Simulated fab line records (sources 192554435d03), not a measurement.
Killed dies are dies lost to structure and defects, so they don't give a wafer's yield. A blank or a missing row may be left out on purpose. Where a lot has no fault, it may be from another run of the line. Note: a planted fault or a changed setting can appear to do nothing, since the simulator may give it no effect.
Split-lot experiment | flow n5 finfet | 7 lots, 21 wafers read, on a route of 1938 steps

ON THE SPLIT
At N5_BEOL_M7_DESCUM_33 (chemistry O2, time 7 s), the setting time s was moved away from the recipe's 7 s on 7 of the 21 wafers read, by -7.1% to +20.3%. The other wafers ran this setting at the recipe's value.

The split's own step is where the reading is taken.

THE READING
CAR-EUV_of_BEOL_M7_COAT_22.thk nm (the simulator's own value, which no gauge read), in nm, at N5_BEOL_M7_DESCUM_33 (chemistry O2, time 7 s). The file does not state a usual value for it. Here, 14 wafers ran the recipe; their average is 26.1 nm with a standard deviation of 0.16 nm.

wafer  | tool, chamber at the split | time s as run, s | against the recipe | CAR-EUV_of_BEOL_M7_COAT_22.thk nm, nm | against lot-mates on the recipe
L074.2 | rie diel-03, 0             | 7                | recipe             | 26                                    | -
L074.4 | rie diel-03, 2,0           | 8.421            | +20.3%             | 25.2                                  | -0.8
L074.6 | rie diel-03, 2,0           | 8.421            | +20.3%             | 25.2                                  | -0.8
L075.1 | rie diel-03, 3             | 7                | recipe             | 26                                    | -
L075.4 | rie diel-03, 2,0           | 7                | recipe             | 26.2                                  | -
L075.5 | rie diel-03, 2,0           | 7                | recipe             | 26.2                                  | -
L078.1 | rie diel-01, 2,1,2         | 7                | recipe             | 26.2                                  | -
L078.3 | rie diel-01, 2,1,2         | 7                | recipe             | 26.2                                  | -
L078.6 | rie diel-01, 2,1,2         | 7                | recipe             | 26.2                                  | -
L089.1 | rie diel-01, 3,1           | 7                | recipe             | 26                                    | -
L089.4 | rie diel-01, 3,1           | 7                | recipe             | 26                                    | -
L089.3 | rie diel-01, 2             | 7                | recipe             | 25.8                                  | -
L090.4 | rie diel-03, 0             | 7.992            | +14.2%             | 25.6                                  | -0.7
L090.5 | rie diel-03, 3             | 7                | recipe             | 26.2                                  | -
L090.6 | rie diel-03, 1             | 7                | recipe             | 26.4                                  | -
L091.2 | rie diel-02, 1,3           | 8.176            | +16.8%             | 25.6                                  | -0.4
L091.4 | rie diel-02, 1,3           | 8.176            | +16.8%             | 25.6                                  | -0.4
L091.3 | rie diel-02, 2             | 7                | recipe             | 26                                    | -
L096.1 | rie diel-02, 2             | 7                | recipe             | 25.8                                  | -
L096.3 | rie diel-02, 0             | 6.505            | -7.1%              | 26.4                                  | +0.6
L096.5 | rie diel-02, 0             | 6.505            | -7.1%              | 26.2                                  | +0.4
The file does not say which wafer passed through which chamber wherever a row lists several chambers: such a row stands for several wafers.

FIT RESULTS
A straight line over all 21 wafers: CAR-EUV_of_BEOL_M7_COAT_22.thk nm changes by -0.0366 nm for each +1% of time s; r = -0.90; the points scatter about the line by 0.16 nm.
The same after taking each lot's own level away (the mean of its wafers on the recipe; 21 wafers): -0.0389 nm for each +1%; r = -0.93; scatter 0.13 nm.
The reading moves by 0.79 nm for the largest change in time s, on that fit.
Measured against the standard deviation above, the lots' own levels, which go from 25.80 to 26.30 nm, span 3.0 times it.
The two slopes are in agreement: the lot-to-lot level therefore moves the slope only a little.
Check: -0.736 nm against its lot-mates is what the line predicts for one of the wafers moved furthest among these (+20.3%) when that wafer is left out of the fit. It came out at -0.8 nm against them.

THE FILE'S OWN FIT
CAR-EUV_of_BEOL_M7_COAT_22.thk nm changes by -0.0385 nm for each +1% of time s, r = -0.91.
